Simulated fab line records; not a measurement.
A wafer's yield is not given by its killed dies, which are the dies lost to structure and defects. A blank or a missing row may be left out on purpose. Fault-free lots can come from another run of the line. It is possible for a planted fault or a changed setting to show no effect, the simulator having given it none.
Split-lot experiment || flow n5 finfet || route with 1938 steps; 7 lots, 21 wafers read

== SPLIT DETAILS ==
At N5_BEOL_M10_EXPOSE_08 (exposes mask M10), the setting dose mj was moved away from the recipe's 53.75 on 8 of the 21 wafers read, by -6.2% to +5.2%. All remaining wafers had this setting at the recipe value.

== FROM THE SPLIT TO THE READING: what the file shows between them, 15 steps ==
- N5_BEOL_M10_PEB_09: peb time 60 s
- N5_BEOL_M10_DEVELOP_10: develop time 30 s
- N5_BEOL_M10_CD_MEAS_11: target cd 64.1 nm
- N5_BEOL_M10_DESCUM_16: chemistry O2, time 7.9 s
- N5_BEOL_M10_ETCH_61: etches SiARC in CF4, target depth 39 nm, time 65 s
- N5_BEOL_M10_ETCH_62: etches SOC in N2/H2, target depth 110 nm, overetch 22 nm, time 165 s
- N5_BEOL_M10_STRIP_68: strips in N2/H2
- N5_BEOL_M10_STRIP_67: strips in CF4
- N5_BEOL_M10_HM_OPEN_17: chemistry Cl2/BCl3, target TiN, target depth 20 nm, overetch 6 nm
- N5_BEOL_M10_STRIP_19: strips in O2
- N5_BEOL_M10_CD_MEAS_18: pitch 140 nm, target cd 70 nm
- N5_BEOL_M10_COAT_63: time 60 s, resist thk 100 nm
- N5_BEOL_M10_COAT_64: time 60 s, resist thk 30 nm
- N5_BEOL_M10_PRECLEAN_42: cleans in residue remover, time 60 s
- N5_BEOL_M10_SRD_43: time 30 s

== THE READING ==
cd nm, in nm, at N5_BEOL_M10_CD_MEAS_35 (target cd 70 nm). Fault-free wafers of this fab line usually give 69.9 nm, standard deviation 0.6 nm.

{"wafer": "L077.1", "tool, chamber at the split": "arfi scanner-02, 0", "dose mj as run": 53.75, "against the recipe": "recipe", "cd nm, nm": 70.0, "against lot-mates on the recipe": "-"}
{"wafer": "L077.2", "tool, chamber at the split": "arfi scanner-02, 0", "dose mj as run": 53.75, "against the recipe": "recipe", "cd nm, nm": 70.3, "against lot-mates on the recipe": "-"}
{"wafer": "L077.4", "tool, chamber at the split": "arfi scanner-02, 0", "dose mj as run": 53.75, "against the recipe": "recipe", "cd nm, nm": 69.7, "against lot-mates on the recipe": "-"}
{"wafer": "L079.2", "tool, chamber at the split": "arfi scanner-03, 0", "dose mj as run": 53.75, "against the recipe": "recipe", "cd nm, nm": 69.4, "against lot-mates on the recipe": "-"}
{"wafer": "L079.4", "tool, chamber at the split": "arfi scanner-03, 0", "dose mj as run": 53.75, "against the recipe": "recipe", "cd nm, nm": 70.3, "against lot-mates on the recipe": "-"}
{"wafer": "L079.6", "tool, chamber at the split": "arfi scanner-03, 0", "dose mj as run": 53.75, "against the recipe": "recipe", "cd nm, nm": 70.5, "against lot-mates on the recipe": "-"}
{"wafer": "L081.2", "tool, chamber at the split": "arfi scanner-02, 0", "dose mj as run": 53.75, "against the recipe": "recipe", "cd nm, nm": 69.1, "against lot-mates on the recipe": "-"}
{"wafer": "L081.4", "tool, chamber at the split": "arfi scanner-02, 0", "dose mj as run": 53.75, "against the recipe": "recipe", "cd nm, nm": 68.7, "against lot-mates on the recipe": "-"}
{"wafer": "L081.5", "tool, chamber at the split": "arfi scanner-02, 0", "dose mj as run": 55.37, "against the recipe": "+3.0%", "cd nm, nm": 70.8, "against lot-mates on the recipe": "+1.9"}
{"wafer": "L083.2", "tool, chamber at the split": "arfi scanner-01, 0", "dose mj as run": 56.56, "against the recipe": "+5.2%", "cd nm, nm": 74.4, "against lot-mates on the recipe": "+3.7"}
{"wafer": "L083.5", "tool, chamber at the split": "arfi scanner-01, 0", "dose mj as run": 53.75, "against the recipe": "recipe", "cd nm, nm": 70.7, "against lot-mates on the recipe": "-"}
{"wafer": "L083.6", "tool, chamber at the split": "arfi scanner-01, 0", "dose mj as run": 56.56, "against the recipe": "+5.2%", "cd nm, nm": 73.5, "against lot-mates on the recipe": "+2.8"}
{"wafer": "L090.1", "tool, chamber at the split": "arfi scanner-03, 0", "dose mj as run": 50.42, "against the recipe": "-6.2%", "cd nm, nm": 66.2, "against lot-mates on the recipe": "no lot-mate on the recipe"}
{"wafer": "L090.3", "tool, chamber at the split": "arfi scanner-03, 0", "dose mj as run": 50.42, "against the recipe": "-6.2%", "cd nm, nm": 66.7, "against lot-mates on the recipe": "no lot-mate on the recipe"}
{"wafer": "L090.4", "tool, chamber at the split": "arfi scanner-03, 0", "dose mj as run": 50.42, "against the recipe": "-6.2%", "cd nm, nm": 66.6, "against lot-mates on the recipe": "no lot-mate on the recipe"}
{"wafer": "L091.2", "tool, chamber at the split": "arfi scanner-01, 0", "dose mj as run": 53.75, "against the recipe": "recipe", "cd nm, nm": 69.3, "against lot-mates on the recipe": "-"}
{"wafer": "L091.4", "tool, chamber at the split": "arfi scanner-01, 0", "dose mj as run": 53.75, "against the recipe": "recipe", "cd nm, nm": 70.0, "against lot-mates on the recipe": "-"}
{"wafer": "L091.6", "tool, chamber at the split": "arfi scanner-01, 0", "dose mj as run": 53.75, "against the recipe": "recipe", "cd nm, nm": 69.7, "against lot-mates on the recipe": "-"}
{"wafer": "L092.1", "tool, chamber at the split": "arfi scanner-03, 0", "dose mj as run": 53.75, "against the recipe": "recipe", "cd nm, nm": 68.8, "against lot-mates on the recipe": "-"}
{"wafer": "L092.5", "tool, chamber at the split": "arfi scanner-03, 0", "dose mj as run": 55.65, "against the recipe": "+3.5%", "cd nm, nm": 71.2, "against lot-mates on the recipe": "+2.4"}
{"wafer": "L092.6", "tool, chamber at the split": "arfi scanner-03, 0", "dose mj as run": 55.65, "against the recipe": "+3.5%", "cd nm, nm": 71.0, "against lot-mates on the recipe": "+2.2"}

THE FIT
A straight line over all 21 wafers: cd nm changes by +0.574 nm for each +1% of dose mj; r = +0.93; the points scatter about the line by 0.73 nm.
The same after taking each lot's own level away (the mean of its wafers on the recipe; 18 wafers): +0.63 nm for each +1%; r = +0.97; scatter 0.32 nm.
On that fit, the largest move of dose mj shifts the reading by 3.9 nm.
Across the lots, their own levels run from 68.80 to 70.70 nm, a range of 3.2 times the standard deviation given above.
Hence the lot-to-lot level has little effect on the slope; both slopes agree.
Check: for one of the wafers moved furthest among these (+5.2%), held out of the fit, the line's prediction against its lot-mates is +3.11 nm. It came out at +3.7 nm against them.

== THE OTHER SPLITS THESE WAFERS WENT THROUGH ==
These wafers also went through other splits before the reading. Each is held against what the fit with the lots' levels taken away leaves over:
{"other split on the same wafers": "N5_BEOL_M8_EXPOSE_25 dose mj", "wafers away from the commonest value": 5, "r with cd nm (lot level and that fit taken away)": "+0.19"}
{"other split on the same wafers": "N5_BEOL_M8_ETCH_65 source w", "wafers away from the commonest value": 10, "r with cd nm (lot level and that fit taken away)": "+0.30"}
{"other split on the same wafers": "N5_BEOL_M9_ALD_74 ald cycles", "wafers away from the commonest value": 10, "r with cd nm (lot level and that fit taken away)": -0.15}
{"other split on the same wafers": "N5_BEOL_M10_PECVD_70 time s", "wafers away from the commonest value": 6, "r with cd nm (lot level and that fit taken away)": "+0.10"}

== THE WHOLE CHAIN: every reading that the file lists as answering this split, in the file's order ==
{"step": "N5_BEOL_M10_CD_MEAS_11", "what it does": "target cd 64.1 nm", "reading": "cd nm", "change (the file's fit)": "+0.616 nm for each +1% of the setting", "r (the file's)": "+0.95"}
{"step": "N5_BEOL_M10_ETCH_61", "what it does": "etches SiARC in CF4, target depth 39 nm, time 65 s", "reading": "BEOL_M10.cd offset nm (the simulator's own value, which no gauge read)", "change (the file's fit)": "+0.571 nm for each +1% of the setting", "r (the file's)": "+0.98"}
{"step": "N5_BEOL_M10_ETCH_62", "what it does": "etches SOC in N2/H2, target depth 110 nm, overetch 22 nm, time 165 s", "reading": "BEOL_M10.cd offset nm (the simulator's own value, which no gauge read)", "change (the file's fit)": "+0.551 nm for each +1% of the setting", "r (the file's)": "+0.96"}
{"step": "N5_BEOL_M10_CD_MEAS_18", "what it does": "pitch 140 nm, target cd 70 nm", "reading": "cd nm", "change (the file's fit)": "+0.596 nm for each +1% of the setting", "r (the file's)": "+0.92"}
{"step": "N5_BEOL_M10_CD_MEAS_35", "what it does": "target cd 70 nm", "reading": "cd nm", "change (the file's fit)": "+0.638 nm for each +1% of the setting", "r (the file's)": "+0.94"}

== THE FILE'S OWN FIT ==
cd nm changes by +0.638 nm for each +1% of dose mj, r = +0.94.
